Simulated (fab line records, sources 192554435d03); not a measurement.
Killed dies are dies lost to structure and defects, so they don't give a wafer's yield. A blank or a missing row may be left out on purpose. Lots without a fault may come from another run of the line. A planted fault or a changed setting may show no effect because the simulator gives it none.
A struck lot beside a sound one | flow n5_finfet | 16 steps out of a route of 1938
Sound: wafers L461.1, L461.3, L461.5. Struck: wafer L470.5. (L470.2 of the same lot was not struck and is left out.) The cause comes at the end.
At each step with rows: each side's tool, then ch and its chambers, then its first start. Under that, the readings that differ: sound wafers | struck wafers | difference of the means | sigmas: that difference in standard deviations of wafers without a fault.
alike: readings whose means differ by less than 2 such deviations, and words and numbers that are the same on both sides. not compared: withheld readings, readings that some wafer has no value for, bounds like >300 that may hide the same value, and numbers for which the record gives no deviation and whose values overlap.
The two part at a step that has a row with sigmas, a row that says differs or no value, or rows on one side only. Numbers that don't overlap but have no deviation are shown without sigmas and don't part them. A reading that every wafer of one side lacks parts them only if that side has two wafers or more.

first, 8 steps without rows for these wafers: N5_BEOL_M1_COAT_68 (time 60 s, resist thk 12 nm); N5_BEOL_M1_COAT_76 (time 60 s, resist thk 5 nm); N5_BEOL_M1_COAT_22 (resist thk 30 nm); N5_BEOL_M1_EBR_24; N5_BEOL_M1_SOFTBAKE_23 (time 60 s); N5_BEOL_M1_EXPOSE_25 (exposes mask V0, defocus 5 nm, target cd 24 nm); N5_BEOL_M1_PEB_26 (peb time 60 s); N5_BEOL_M1_DEVELOP_27 (develop time 30 s).
N5_BEOL_M1_CD_MEAS_28: target cd y 23.3 nm.
  sound on cd_sem-02 ch 0, day 8 10:46; struck on cd_sem-01 ch 0, day 10 19:37
  alike: cd_nm
N5_BEOL_M1_OVL_MEAS_29:
  sound on overlay-01 ch 0, day 8 10:47; struck on overlay-01 ch 0, day 10 19:39
  alike: V0_OVL
N5_BEOL_M1_INSPECT_30: inspects for defects (brightfield).
  sound on defect_inspect-02, day 8 10:50; struck on defect_inspect-02, day 10 19:43
  alike: raw_defect_count
N5_BEOL_M1_DESCUM_33: chemistry O2, time 7 s.
  sound on rie_diel-02 ch 0,2,3, day 8 11:01; struck on rie_diel-03 ch 0, day 10 19:44
  alike: chamber_pressure_mTorr, drypump_motor_current_A, oes_product_au, rf_vpp_V, showerhead_plenum_p_Torr, throttle_valve_pct
  not compared: rf_hours_counter_h
N5_BEOL_M1_ETCH_77: etches underlayer in N2/H2, target depth 6.5 nm, time 5.2 s.
  sound on rie_diel-02 ch 0,2,3, day 8 11:03; struck on rie_diel-03 ch 0, day 10 19:46
  reading                        | sound             | struck | difference | sigmas
  chamber_pressure_mTorr (mTorr) | 30.09 29.97 29.92 | 29.91  | -0.08      | -2
  etch_rf_on_time_s (s)          | 5.47 5.20 5.17    | 3.79   | -1.49      | -12
  throttle_valve_pct (%)         | 17.73 17.45 17.86 | 18.33  | +0.65      | +2
  alike: drypump_motor_current_A, oes_product_au, rf_vpp_V, showerhead_plenum_p_Torr
  not compared: rf_hours_counter_h
N5_BEOL_M1_ETCH_69: etches SiARC in CF4, target depth 15.6 nm, time 26 s.
  sound on rie_diel-02 ch 0,2,3, day 8 11:04; struck on rie_diel-03 ch 0, day 10 19:47
  reading                | sound             | struck | difference | sigmas
  etch_rf_on_time_s (s)  | 27.8 26.6 26.1    | 25.4   | -1.4       | -2
  throttle_valve_pct (%) | 15.50 15.27 15.66 | 16.08  | +0.60      | +3
  alike: cf4_flow_sccm, chamber_pressure_mTorr, drypump_motor_current_A, oes_product_au, rf_vpp_V, showerhead_plenum_p_Torr
  not compared: rf_hours_counter_h
-- the record jumps here: 3 days lie between the struck wafers' starts before and after (it left off in module BEOL_M1 and takes up again in module BEOL_M4, whose first step shown is number 1111 of the route) --
N5_BEOL_M4_RC_MEAS_101:
  sound on prober-01 ch 0, day 10 02:05; struck on prober-02 ch 0, day 13 08:17
  alike: DIBL_N, DIBL_P, IOFF_N, IOFF_P, ION_N, ION_P, SS_N, SS_P, VT_N, VT_P
-- the record jumps here: 5 days lie between the struck wafers' starts before and after (it left off in module BEOL_M4 and takes up again in module PASSIVATION, whose first step shown is number 1936 of the route) --
N5_PASSIVATION_PROBE_49:
  sound on prober-01, day 14 03:50; struck on prober-02, day 18 02:14
  reading                 | sound       | struck | difference | sigmas
  killed_at_M0_to_M3      | 40 61 44    | 22     | -26        | -2
  sort_bin_5_function (%) | 4.6 6.6 6.2 | 3.8    | -2.0       | -2
  alike: defect_limited_yield, killed_at_M4_up, killed_at_contacts, killed_at_front_end, killed_at_other, killed_dies, killed_on_rim, killed_open, killed_short, sort_bin_6_memory, sort_bin_8_speed, sort_n_pass, sort_yield_pct

WHERE THEY PART
First at N5_BEOL_M1_ETCH_77; last, within this record, at N5_PASSIVATION_PROBE_49.

WHY: what the simulator had put in
Process parameter drift: rie_diel-03, from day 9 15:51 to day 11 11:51, at N5_BEOL_M1_ETCH_77. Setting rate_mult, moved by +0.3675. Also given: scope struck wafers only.
